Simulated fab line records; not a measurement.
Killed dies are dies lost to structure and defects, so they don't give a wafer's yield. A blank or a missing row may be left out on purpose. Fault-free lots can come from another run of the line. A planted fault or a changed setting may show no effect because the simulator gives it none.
fab line records	flow n5-finfet
record lots=9	wafers=25	last-day=18
route steps=1938 shown PMOS_HMC_CHANNEL_EPI@70 FIN_SAQP@91 FIN_CUT@165 BEOL_M4@1111 PASSIVATION@1936
lots that met no fault: from a run of the same line without faults
start-h: start of the lot's first displayed wafer, in hours after the record's first day	wait-h: time in hours since the lot's previous step	" identical to the entry in the row above	L1.1+2: one row covering several wafers at once	- value missing, or start not given	* or withheld: withheld	< > ~ a bound
route shown NAME@n: NAME is a module with steps in the file, n the number in the route of the first one	usual: average and standard deviation across the fault-free wafers	same: alike in all rows	chamber/n: place in a boat	sites: readings site by site	_std_site: their standard deviation	_edge_site: inner sites' mean taken away from outer sites' mean	radius-mm: how far each site lies from the wafer's centre	mask NAME#n: copy n	behind: tool/chamber where the wafer was last shaped	hold: why the lot went on hold/how many hours it stayed there/how the hold came to an end	device: names the non-switching transistor (n, p or np)	end of line: tests of these same wafers at the route's end	a step with no rows: only its recipe	killed: the dies lost at the first sort to structure and to defects; this is not the yield of the wafer	map: a wafer's dies, marking killed ones x, the rest . and places with no die _
set.NAME: the setting that was run; set.NAME@STEP: the one run at that earlier step	model.NAME: the simulator's own value behind a step, which no gauge read
steps of the route over a sample of lots; a table a step, a row a wafer
services: when a tool's chamber went out of use (start-h, in hours from the record's first day, below 0 if earlier), for how many hours, and the reason
## steps
# step N5_PMOS_HMC_CHANNEL_EPI_HM_OPEN_15
# recipe chemistry=CHF3/O2	target=SiO2	mask-material=CAR-ArF-block	target-depth-a=406	CHF3_flow_sccm=50	O2_flow_sccm=5	Ar_flow_sccm=200	time-s=20.3	pressure-mtorr=30	source-w=650	bias-w=170	ion-energy-ev=200
# usual drypump-motor-current-A=5.9/0.45	oes_f_703_au=0.75/0.039	oes-product-au=0.74/0.042	rf-vpp-V=528/16	showerhead-plenum-p-Torr=2.47/0.061	throttle-valve-pct=18.97/0.2
# same time-s=20.3
lot.wafer	tool	chamber	start-h	wait-h	drypump-motor-current-A	oes_f_703_au	oes-product-au	rf-hours-counter-h	rf-vpp-V	showerhead-plenum-p-Torr	throttle-valve-pct
L951.1	rie-diel-05	2	65.62	0.0	6.3	0.76	0.75	166	525	2.51	18.75
L951.3	"	3	"	"	6.1	0.74	0.70	193	541	2.42	19.13
L951.4	"	0	"	"	5.3	0.82	0.78	125	525	2.52	18.64
L952.2	rie-diel-03	1	71.95	0.0	6.4	0.70	0.69	212	516	2.50	19.11
L952.3	"	0	"	"	5.9	0.71	0.74	153	559	2.52	18.94
L952.6	"	0	"	"	5.9	0.71	0.74	-	558	2.52	18.95
L954.1	rie-diel-05	0	84.33	0.0	5.3	0.82	0.79	131	524	2.52	18.66
L954.2	"	3	"	"	6.0	0.73	0.70	198	540	2.42	19.13
L954.6	"	0	"	"	5.3	0.82	0.78	-	523	2.52	18.64
L957.1	rie-diel-06	1	101.71	0.0	5.7	0.72	0.71	179	519	2.53	18.85
L957.2	"	0	"	"	5.8	0.71	0.72	176	541	2.47	18.60
L957.5	"	2	"	"	6.7	0.78	0.80	-	543	2.35	18.97
L960.3	rie-diel-03	1	119.32	0.0	6.4	0.69	0.68	227	516	2.49	19.14
L960.6	"	1	"	"	6.4	0.68	0.68	-	515	2.49	19.14
L962.1	rie-diel-03	0	131.32	0.0	5.9	0.69	0.72	170	556	2.51	18.96
L962.4	"	0	"	"	5.9	0.70	0.72	-	557	2.51	18.97
L962.5	"	3	"	"	5.9	0.72	0.69	-	508	2.49	19.28
L963.2	rie-diel-03	3	137.56	0.0	5.9	0.72	0.69	206	511	2.49	19.29
L963.3	"	2	"	"	5.7	0.78	0.79	90	506	2.44	19.11
L963.4	"	2	"	"	5.7	0.78	0.80	-	506	2.44	19.12
L964.4	rie-diel-05	3	144.53	0.0	6.0	0.72	0.68	214	540	2.41	19.16
L964.5	"	2	"	"	6.4	0.74	0.74	-	525	2.50	18.81
L966.2	rie-diel-05	0	155.57	0.0	5.3	0.81	0.77	149	525	2.51	18.67
L966.4	"	3	"	"	6.1	0.72	0.69	217	539	2.41	19.16
L966.5	"	1	"	"	5.1	0.72	0.71	-	531	2.51	19.11
# step N5_PMOS_HMC_CHANNEL_EPI_FIN_RECESS_16
# recipe chemistry=HBr/Cl2	target=Si	mask-material=SiO2	target-depth-a=540	time-s=18	pressure-mtorr=10	icp-w=800	bias-w=75	HBr_flow_sccm=150	Cl2_flow_sccm=80
# usual drypump-motor-current-A=5.6/0.44	oes-product-au=1.004/0.02	throttle-valve-pct=35.7/0.42
# same time-s=18
lot.wafer	tool	chamber	start-h	wait-h	drypump-motor-current-A	oes-product-au	rf-hours-counter-h	throttle-valve-pct
L951.1	rie-si-03	3	66.00	0.0	6.7	0.980	39	35.7
L951.3	"	0	"	"	5.8	1.044	156	35.8
L951.4	"	1	"	"	5.8	0.997	33	36.7
L952.2	rie-si-05	2	72.35	0.0	5.0	1.000	44	36.0
L952.3	"	0	"	"	5.5	1.001	17	35.4
L952.6	"	2	"	"	5.0	0.999	-	36.0
L954.1	rie-si-05	1	84.71	0.0	5.7	1.034	3	36.1
L954.2	"	2	"	"	5.0	1.005	44	36.0
L954.6	"	1	"	"	5.7	1.024	-	36.1
L957.1	rie-si-06	0	102.09	0.0	5.7	1.019	8	35.8
L957.2	"	2	"	"	5.4	0.981	98	36.3
L957.5	"	3	"	"	5.6	1.012	-	35.3
L960.3	rie-si-06	1	119.70	0.0	5.2	1.018	9	35.2
L960.6	"	0	"	"	5.7	1.025	-	35.7
L962.1	rie-si-05	2	131.70	0.0	5.0	1.002	45	36.0
L962.4	"	3	"	"	6.3	0.984	130	35.1
L962.5	"	1	"	"	5.8	1.026	-	36.1
L963.2	rie-si-06	2	137.94	0.0	5.4	0.977	99	36.3
L963.3	"	0	"	"	5.7	1.006	9	35.8
L963.4	"	1	"	"	5.2	1.021	9	35.2
L964.4	rie-si-05	1	144.91	0.0	5.7	1.040	4	36.0
L964.5	"	0	"	"	5.5	1.010	-	35.4
L966.2	rie-si-05	0	155.95	0.0	5.5	1.005	18	35.3
L966.4	"	3	"	"	6.3	0.989	130	35.1
L966.5	"	1	"	"	5.8	1.038	-	36.0
# step N5_PMOS_HMC_CHANNEL_EPI_INSPECT_30
# recipe inspect-instrument=darkfield	mode=post-epi
# usual raw-defect-count=19/6.2
lot.wafer	tool	chamber	start-h	wait-h	raw-defect-count
L951.1	defect-inspect-02	-	68.82	0.0	15
L951.3	"	-	"	"	14
L951.4	"	-	"	"	24
L952.2	defect-inspect-02	-	74.75	0.0	12
L952.3	"	-	"	"	13
L952.6	"	-	"	"	19
L954.1	defect-inspect-01	-	87.17	0.0	10
L954.2	"	-	"	"	20
L954.6	"	-	"	"	14
L957.1	defect-inspect-02	-	104.61	0.0	19
L957.2	"	-	"	"	20
L957.5	"	-	"	"	21
L960.3	defect-inspect-01	-	122.23	0.0	17
L960.6	"	-	"	"	14
L962.1	defect-inspect-01	-	134.16	0.0	26
L962.4	"	-	"	"	21
L962.5	"	-	"	"	19
L963.2	defect-inspect-01	-	140.46	0.0	16
L963.3	"	-	"	"	19
L963.4	"	-	"	"	45
L964.4	defect-inspect-01	-	147.30	0.0	30
L964.5	"	-	"	"	18
L966.2	defect-inspect-01	-	158.23	0.0	19
L966.4	"	-	"	"	17
L966.5	"	-	"	"	9
# step N5_FIN_SAQP_PRECLEAN_00
# recipe chemistry=SC1	time-s=60	temp-c=55	mix=1:2:50
# same time-s=60
lot.wafer	tool	chamber	start-h	wait-h
L951.1+3+4	wet-bench-06	3,0,1	68.87	0.0
L952.2+3+6	wet-bench-06	6,3,7	74.79	0.0
L954.1+2+6	wet-bench-06	3,0,5	87.22	0.0
L957.1+2+5	wet-bench-04	7,3,6	104.66	0.0
L960.3+6	wet-bench-04	0,7	122.28	0.0
L962.1+4+5	wet-bench-04	1,5,2	134.21	0.0
L963.2+3+4	wet-bench-06	5,4,0	140.57	0.0
L964.4+5	wet-bench-06	4,7	147.34	0.0
L966.2+4+5	wet-bench-06	0,2,7	158.28	0.0
# step N5_FIN_SAQP_INSPECT_18
# recipe mode=adi	inspect-instrument=brightfield
# usual raw-defect-count=412/120
lot.wafer	tool	chamber	start-h	wait-h	raw-defect-count
L951.1	defect-inspect-02	-	70.34	0.0	882
L951.3	"	-	"	"	808
L951.4	"	-	"	"	908
L952.2	defect-inspect-02	-	76.56	0.0	770
L952.3	"	-	"	"	768
L952.6	"	-	"	"	686
L954.1	defect-inspect-02	-	88.68	0.0	1030
L954.2	"	-	"	"	880
L954.6	"	-	"	"	747
L957.1	defect-inspect-02	-	106.07	0.0	583
L957.2	"	-	"	"	423
L957.5	"	-	"	"	496
L960.3	defect-inspect-02	-	123.50	0.0	405
L960.6	"	-	"	"	331
L962.1	defect-inspect-02	-	137.41	0.0	533
L962.4	"	-	"	"	437
L962.5	"	-	"	"	384
L963.2	defect-inspect-02	-	141.91	0.0	305
L963.3	"	-	"	"	659
L963.4	"	-	"	"	478
L964.4	defect-inspect-01	-	148.90	0.0	498
L964.5	"	-	"	"	329
L966.2	defect-inspect-02	-	159.63	0.0	341
L966.4	"	-	"	"	520
L966.5	"	-	"	"	562
# step N5_FIN_SAQP_INSPECT_40
# recipe inspect-instrument=brightfield	mode=aei
# usual raw-defect-count=233/79
lot.wafer	tool	chamber	start-h	wait-h	raw-defect-count
L951.1	defect-inspect-01	-	76.29	0.0	752
L951.3	"	-	"	"	803
L951.4	"	-	"	"	858
L952.2	defect-inspect-01	-	81.07	0.0	707
L952.3	"	-	"	"	619
L952.6	"	-	"	"	582
L954.1	defect-inspect-02	-	93.57	0.0	595
L954.2	"	-	"	"	532
L954.6	"	-	"	"	592
L957.1	defect-inspect-01	-	110.91	0.0	297
L957.2	"	-	"	"	150
L957.5	"	-	"	"	175
L960.3	defect-inspect-02	-	129.18	0.0	342
L960.6	"	-	"	"	247
L962.1	defect-inspect-01	-	142.07	0.0	283
L962.4	"	-	"	"	151
L962.5	"	-	"	"	175
L963.2	defect-inspect-01	-	146.35	0.0	194
L963.3	"	-	"	"	455
L963.4	"	-	"	"	383
L964.4	defect-inspect-02	-	154.59	0.0	280
L964.5	"	-	"	"	245
L966.2	defect-inspect-02	-	164.52	0.0	218
L966.4	"	-	"	"	252
L966.5	"	-	"	"	198
# step N5_FIN_CUT_INSPECT_10
# recipe mode=adi	inspect-instrument=brightfield
# usual raw-defect-count=42/13
lot.wafer	tool	chamber	start-h	wait-h	raw-defect-count
L951.1	defect-inspect-02	-	76.68	0.1	483
L951.3	"	-	"	"	481
L951.4	"	-	"	"	419
L952.2	defect-inspect-02	-	81.46	0.0	459
L952.3	"	-	"	"	465
L952.6	"	-	"	"	447
L954.1	defect-inspect-02	-	93.97	0.1	471
L954.2	"	-	"	"	420
L954.6	"	-	"	"	433
L957.1	defect-inspect-02	-	111.43	0.1	50
L957.2	"	-	"	"	23
L957.5	"	-	"	"	29
L960.3	defect-inspect-02	-	129.57	0.0	53
L960.6	"	-	"	"	53
L962.1	defect-inspect-02	-	142.46	0.1	50
L962.4	"	-	"	"	25
L962.5	"	-	"	"	42
L963.2	defect-inspect-02	-	146.75	0.0	27
L963.3	"	-	"	"	64
L963.4	"	-	"	"	71
L964.4	defect-inspect-01	-	154.99	0.0	45
L964.5	"	-	"	"	50
L966.2	defect-inspect-01	-	164.91	0.0	47
L966.4	"	-	"	"	46
L966.5	"	-	"	"	50
# step N5_FIN_CUT_INSPECT_17
# recipe inspect-instrument=brightfield	mode=aei
# usual raw-defect-count=236/78
lot.wafer	tool	chamber	start-h	wait-h	raw-defect-count
L951.1	defect-inspect-02	-	78.20	0.0	734
L951.3	"	-	"	"	783
L951.4	"	-	"	"	808
L952.2	defect-inspect-02	-	82.47	0.0	677
L952.3	"	-	"	"	612
L952.6	"	-	"	"	571
L954.1	defect-inspect-01	-	94.98	0.0	615
L954.2	"	-	"	"	530
L954.6	"	-	"	"	603
L957.1	defect-inspect-02	-	112.38	0.0	293
L957.2	"	-	"	"	134
L957.5	"	-	"	"	152
L960.3	defect-inspect-02	-	130.67	0.0	335
L960.6	"	-	"	"	247
L962.1	defect-inspect-02	-	143.47	0.0	274
L962.4	"	-	"	"	155
L962.5	"	-	"	"	167
L963.2	defect-inspect-01	-	147.74	0.0	205
L963.3	"	-	"	"	479
L963.4	"	-	"	"	379
L964.4	defect-inspect-01	-	155.94	0.0	311
L964.5	"	-	"	"	279
L966.2	defect-inspect-01	-	165.86	0.0	232
L966.4	"	-	"	"	263
L966.5	"	-	"	"	212
# step N5_BEOL_M4_RC_MEAS_101
# usual DIBL_N=36.2/2.2	DIBL_P=36.5/3	IOFF_N=0.16/0.039	IOFF_P=0.22/0.047	ION_N=675/15	ION_P=463/10	SS_N=71.6/0.71	SS_P=73.4/0.94	VT_N=250/3.6	VT_P=-250/3.9
lot.wafer	tool	chamber	start-h	wait-h	DIBL_N[mV/V]	DIBL_P[mV/V]	IOFF_N[nA/um]	IOFF_P[nA/um]	ION_N[uA/um]	ION_P[uA/um]	SS_N[mV/dec]	SS_P[mV/dec]	VT_N[mV]	VT_P[mV]
L951.1	prober-02	0	218.11	0.0	34.2	34.9	0.14	0.17	666	455	70.9	73.2	251	-254
L951.3	"	0	"	"	29.9	28.0	0.08	0.10	634	431	70.5	71.9	259	-261
L951.4	"	0	"	"	35.6	35.0	0.17	0.17	681	455	71.5	72.6	247	-256
L952.2	prober-02	0	223.02	0.2	40.5	43.2	0.26	0.26	697	459	72.7	74.4	244	-251
L952.3	"	0	"	"	36.6	39.1	0.15	0.20	676	455	71.8	74.3	252	-254
L952.6	"	0	"	"	38.3	40.2	0.21	0.20	686	452	71.9	73.9	246	-253
L954.1	prober-02	0	230.48	0.0	35.6	36.8	0.15	0.21	663	463	71.8	73.6	252	-248
L954.2	"	0	"	"	35.6	36.7	0.15	0.20	690	473	71.2	73.7	251	-251
L954.6	"	0	"	"	33.2	34.3	0.12	0.18	657	454	70.3	73.6	255	-251
L957.1	prober-01	0	256.84	0.0	38.2	38.9	0.18	0.21	669	458	71.9	74.2	249	-252
L957.2	"	0	"	"	35.4	36.4	0.13	0.17	667	461	71.2	73.1	253	-256
L957.5	"	0	"	"	34.8	36.2	0.15	0.19	698	475	70.6	73.2	248	-252
L960.3	prober-02	0	280.46	0.3	36.8	36.2	0.18	0.21	690	460	72.1	73.8	246	-250
L960.6	"	0	"	"	38.3	38.6	0.21	0.24	686	462	71.9	74.4	244	-248
L963.2	prober-01	0	286.86	0.2	36.1	37.7	0.18	0.27	673	466	72.0	74.1	249	-245
L963.3	"	0	"	"	34.7	35.3	0.15	0.22	683	473	71.0	73.4	249	-248
L963.4	"	0	"	"	37.6	37.5	0.20	0.26	681	467	71.9	73.8	244	-247
L964.4	prober-01	0	289.51	0.5	37.0	38.9	0.16	0.22	673	455	71.2	73.2	251	-252
L964.5	"	0	"	"	37.9	40.3	0.17	0.23	672	460	72.0	73.9	251	-250
L962.1	prober-02	0	289.62	0.0	32.2	32.2	0.12	0.19	669	476	70.6	71.6	251	-247
L962.4	"	0	"	"	35.6	35.7	0.16	0.24	678	466	71.2	72.7	248	-244
L962.5	"	0	"	"	36.5	37.0	0.18	0.29	686	475	71.6	73.8	244	-240
L966.2	prober-01	0	321.09	0.2	34.2	36.4	0.15	0.21	678	460	71.5	74.1	248	-249
L966.4	"	0	"	"	36.0	37.1	0.18	0.22	682	462	71.9	73.2	246	-250
L966.5	"	0	"	"	32.6	33.2	0.12	0.17	665	457	71.3	72.6	251	-254
# step N5_PASSIVATION_PROBE_49
# usual defect-limited-yield=91.5/1.5	killed_at_M0_to_M3=32/10	killed_at_M4_up=13/4.9	killed-at-contacts=13/6.1	killed-at-front-end=38/11	killed-at-other=3/3.2	killed-dies=101/18	killed-open=66/13	killed-short=32/8.3	sort_bin_4_leakage=0.00/0.018	sort_bin_5_function=5.0/1	sort_bin_6_memory=3.2/0.74	sort_bin_8_speed=0.1/1.1	sort-n-pass=1078/22	sort-yield-pct=91.3/1.9
# same gross-dies=1180	killed-at-back-side=0
lot.wafer	tool	chamber	start-h	wait-h	defect-limited-yield[%]	killed_at_M0_to_M3	killed_at_M4_up	killed-at-contacts	killed-at-front-end	killed-at-other	killed-dies	killed-open	killed-short	sort_bin_4_leakage[%]	sort_bin_5_function[%]	sort_bin_6_memory[%]	sort_bin_8_speed[%]	sort-n-pass	sort-yield-pct[%]
L951.1	prober-02	-	329.41	0.0	81.4	51	20	2	144	2	219	74	31	0	10.8	6.4	0	961	81.4
L951.3	prober-02	-	329.51	0.1	83.7	32	10	13	136	1	192	48	35	0	10.6	4.6	11.5	852	72.2
L951.4	prober-02	-	329.56	0.2	86.9	19	16	7	112	0	154	49	27	0	8.1	3.1	0	1026	86.9
L952.2	prober-01	-	333.62	0.3	84.6	27	9	7	139	0	182	40	30	0.17	10.2	3.1	0	996	84.4
L952.3	prober-01	-	333.67	0.3	84.0	14	21	12	141	1	189	53	22	0	9.7	4.2	0	991	84.0
L952.6	prober-01	-	333.82	0.5	86.2	18	12	15	110	8	163	60	17	0	8.6	3.7	0	1017	86.2
L954.1	prober-01	-	335.35	0.0	84.5	20	9	12	138	4	183	45	28	0	10.7	3.1	0	997	84.5
L954.2	prober-01	-	335.40	0.1	83.6	20	15	19	128	12	194	65	22	0	10.7	3.9	0	986	83.6
L954.6	prober-01	-	335.60	0.3	87.5	37	4	15	86	5	147	61	33	0	7.3	3.7	0	1033	87.5
# killed by level:class
L951.1 FIN_SAQP:unspecified=111 BEOL_M0_SAQP:geometric-particle:short=11 BEOL_M1:geometric-particle:open=11 BEOL_M2:geometric-particle:open=10 BEOL_M4:geometric-particle:open=8 STI_FIN_REVEAL:geometric-particle:open=7 FIN_SAQP:geometric-particle:short=7 BEOL_M0_SAQP:geometric-particle:open=7
L951.3 FIN_SAQP:unspecified=103 MOL_CONTACT_COAG:geometric-particle:open=9 BEOL_M0_SAQP:geometric-particle:short=9 FIN_SAQP:geometric-particle:short=7 BEOL_M2:geometric-particle:open=7 BEOL_M1:geometric-particle:open=6 DUMMY_GATE:geometric-particle:open=5 BEOL_M0_SAQP:geometric-particle:open=5
L951.4 FIN_SAQP:unspecified=75 FIN_SAQP:geometric-particle:short=9 BEOL_M4:geometric-particle:open=8 FIN_SAQP:geometric-particle:open=6 STI_FIN_REVEAL:geometric-particle:open=6 BEOL_M2:geometric-particle:open=6 DUMMY_GATE:geometric-particle:open=5 BEOL_M3:geometric-particle:open=5
L952.2 FIN_SAQP:unspecified=108 FIN_SAQP:geometric-particle:short=8 STI_FIN_REVEAL:geometric-particle:open=6 MOL_CONTACT_COAG:geometric-particle:open=6 BEOL_M3:geometric-particle:open=6 BEOL_M2:geometric-particle:open=5 DUMMY_GATE:geometric-particle:open=4 BEOL_M0_SAQP:geometric-particle:short=4
L952.3 FIN_SAQP:unspecified=112 MOL_CONTACT_COAG:geometric-particle:open=9 BEOL_M5:geometric-particle:open=7 FIN_SAQP:geometric-particle:short=6 DUMMY_GATE:geometric-particle:open=5 BEOL_M4:geometric-particle:open=5 BEOL_M3:geometric-particle:open=4 STARTING-WAFER:geometric-particle:short=4
L952.6 FIN_SAQP:unspecified=83 MOL_CONTACT_COAG:geometric-particle:open=11 FIN_SAQP:geometric-particle:short=8 FIN_SAQP:geometric-particle:open=7 DUMMY_GATE:geometric-particle:open=5 BEOL_M3:geometric-particle:open=5 MIM_TOP_ETCH:geometric-particle:open=5 BEOL_M1:geometric-particle:open=4
L954.1 FIN_SAQP:unspecified=108 MOL_CONTACT_COAG:geometric-particle:open=11 FIN_SAQP:geometric-particle:short=7 GATE_CUT:geometric-particle:short=7 BEOL_M3:geometric-particle:open=5 DUMMY_GATE:geometric-particle:open=4 BEOL_M0_SAQP:geometric-particle:open=4 STI_FIN_REVEAL:geometric-particle:open=3
L954.2 FIN_SAQP:unspecified=105 MOL_CONTACT_COAG:geometric-particle:open=16 DUMMY_GATE:geometric-particle:open=7 BEOL_M4:geometric-particle:open=7 BEOL_M1:geometric-particle:open=6 PAD_METAL:geometric-particle:short=5 BEOL_M0_SAQP:geometric-particle:short=4 STARTING-WAFER:geometric-particle:open=4
L954.6 FIN_SAQP:unspecified=52 STI_FIN_REVEAL:geometric-particle:open=12 BEOL_M0_SAQP:geometric-particle:short=10 MOL_CONTACT_COAG:geometric-particle:open=8 MOL_CONTACT_COAG:geometric-particle:short=7 BEOL_M0_SAQP:geometric-particle:open=7 FIN_SAQP:geometric-particle:short=6 BEOL_M3:geometric-particle:open=5
## services
tool	chamber	start-h	hours	kind
rie-diel-06	0	46.11	4.4	repair
rie-si-06	2	59.03	4.1	repair
rie-si-05	-	64.13	2.8	pm
rie-si-03	1	76.30	1.8	repair
rie-si-03	0	80.44	4.5	repair
rie-si-06	0	94.55	2.9	repair
rie-si-03	-	99.66	0.3	repair
rie-si-06	-	104.32	8.3	repair
rie-diel-03	0	109.28	3.0	repair
rie-si-03	2	117.00	9.9	repair
rie-diel-06	0	119.35	10.0	repair
rie-diel-05	0	124.31	6.9	repair
rie-diel-03	1	127.54	46.7	repair
rie-diel-05	3	136.41	7.8	repair
rie-si-06	3	143.17	-	clean
rie-si-06	3	143.17	25.0	scheduled-down
rie-si-06	3	143.17	25.0	vent-cycle
## key
first-sign step=N5_FIN_SAQP_INSPECT_18	reading=raw-defect-count	direction=up	sigmas=3.6	usual=412	struck=831
effect step=N5_FIN_SAQP_INSPECT_40	reading=raw-defect-count	direction=up	sigmas=5.6	usual=233	struck=671
effect step=N5_FIN_CUT_INSPECT_10	reading=raw-defect-count	direction=up	sigmas=32	usual=42	struck=453
effect step=N5_FIN_CUT_INSPECT_17	reading=raw-defect-count	direction=up	sigmas=5.5	usual=236	struck=659
effect step=N5_PASSIVATION_PROBE_49	reading=killed-at-front-end	direction=up	sigmas=7.6	usual=38	struck=126
more-kills-born-at N5_FIN_SAQP_PRECLEAN_00@wet-bench-06=857
met-at N5_FIN_SAQP_PRECLEAN_00
struck-lots L951,L952,L954
not-acting-at N5_PMOS_HMC_CHANNEL_EPI_HM_OPEN_15,N5_PMOS_HMC_CHANNEL_EPI_FIN_RECESS_16,N5_PMOS_HMC_CHANNEL_EPI_INSPECT_30
fault kind=chamber-particle-source	tool=wet-bench-06	chamber=-	onset-h=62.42	steps=N5_FIN_SAQP_PRECLEAN_00	rate-per-visit-cm2=0.63687	end-h=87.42
